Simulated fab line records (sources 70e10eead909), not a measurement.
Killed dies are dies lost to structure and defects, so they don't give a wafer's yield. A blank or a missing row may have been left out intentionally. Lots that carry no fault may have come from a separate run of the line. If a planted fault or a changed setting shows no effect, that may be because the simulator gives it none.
Chamber matching || flow nand harc || NHARC_A_STAIRCASE_DEP_301 on pecvd-01 has 3 sister chambers
The step deposits SiON, target thk 30 nm. 3 wafers are shown with their chamber, then 11 later ones without.

## EACH WAFER AND ITS CHAMBER
{"wafer": "L080.1", "chamber": 0, "heater power w (W)": 704}
{"wafer": "L087.2", "chamber": 1, "heater power w (W)": 936}
{"wafer": "L092.2", "chamber": 2, "heater power w (W)": 891}

## WAFERS WITHOUT THEIR CHAMBER
{"wafer": "L092.4", "heater power w (W)": 718}
{"wafer": "L092.6", "heater power w (W)": 938}
{"wafer": "L094.2", "heater power w (W)": 897}
{"wafer": "L094.5", "heater power w (W)": 717}
{"wafer": "L094.6", "heater power w (W)": 908}
{"wafer": "L093.1", "heater power w (W)": 906}
{"wafer": "L093.5", "heater power w (W)": 645}
{"wafer": "L093.6", "heater power w (W)": 887}
{"wafer": "L097.1", "heater power w (W)": 676}
{"wafer": "L097.2", "heater power w (W)": 881}
{"wafer": "L097.6", "heater power w (W)": 682}

## WHICH CHAMBER EACH ONE RAN IN
{"wafer": "L092.4", "from the rows above": 0, "in truth": 0}
{"wafer": "L092.6", "from the rows above": "can't be placed: 1 or 2", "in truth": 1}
{"wafer": "L094.2", "from the rows above": "can't be placed: 2 or 1", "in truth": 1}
{"wafer": "L094.5", "from the rows above": 0, "in truth": 0}
{"wafer": "L094.6", "from the rows above": "can't be placed: 2 or 1", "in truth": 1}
{"wafer": "L093.1", "from the rows above": "can't be placed: 2 or 1", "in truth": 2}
{"wafer": "L093.5", "from the rows above": 0, "in truth": 0}
{"wafer": "L093.6", "from the rows above": "can't be placed: 2 or 1", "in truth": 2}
{"wafer": "L097.1", "from the rows above": 0, "in truth": 0}
{"wafer": "L097.2", "from the rows above": "can't be placed: 2 or 1", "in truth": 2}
{"wafer": "L097.6", "from the rows above": 0, "in truth": 0}
5 of 11 placed correctly. These rows do not allow placing 6 (true chamber among the candidates in 6). 0 placed wrongly.
How it was worked out, from the rows above alone: a wafer's distance from a chamber is the root of the sum, over the readings, of the square of ((its reading less the chamber's mean) divided by the reading's scatter). The wafer belongs to the nearest chamber; if the next one is less than 2 further off, it can't be placed. Each chamber's mean is taken over the wafers shown for it. The scatter (one wafer shown for each chamber): square how far every hidden wafer sits from the nearest shown wafer, average those squares and take the square root.
